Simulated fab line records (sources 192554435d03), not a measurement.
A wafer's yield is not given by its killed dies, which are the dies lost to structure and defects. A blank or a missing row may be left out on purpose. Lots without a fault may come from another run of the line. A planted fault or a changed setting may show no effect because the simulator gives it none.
Chamber matching -- flow n5-finfet -- pecvd-04 running N5_BEOL_M8_DEP_56: 3 sister chambers
The step deposits SiCN from 3MS/NH3, target thk 10 nm, time 17.5 s. 3 wafers are shown with their chamber, then 7 later ones without.

== WAFERS PAIRED WITH THEIR CHAMBERS ==
wafer,chamber,showerhead-vpp-V (V)
L086.6,1,868
L087.1,2,896
L087.3,0,770

== WAFERS WITH NO CHAMBER GIVEN ==
wafer,showerhead-vpp-V (V)
L087.5,867
L092.4,890
L092.5,866
L092.6,774
L095.2,867
L095.3,781
L095.6,911

== CHAMBER TAKEN BY EACH ==
wafer,from the rows above,in truth
L087.5,1,1
L092.4,2,2
L092.5,1,1
L092.6,0,0
L095.2,1,1
L095.3,0,0
L095.6,2,2
Correctly placed: 7 of 7. Number that these rows cannot place: 0. Wrongly placed: 0.
How it was worked out, from the rows above alone: a wafer's distance from a chamber is the root of the sum, over the readings, of the square of ((its reading less the chamber's mean) divided by the reading's scatter). The wafer belongs to the nearest chamber; if the next one is less than 2 further off, it can't be placed. The mean given for a chamber averages the wafers shown for that chamber. The scatter (one wafer shown for each chamber): square how far every hidden wafer sits from the nearest shown wafer, average those squares and take the square root.
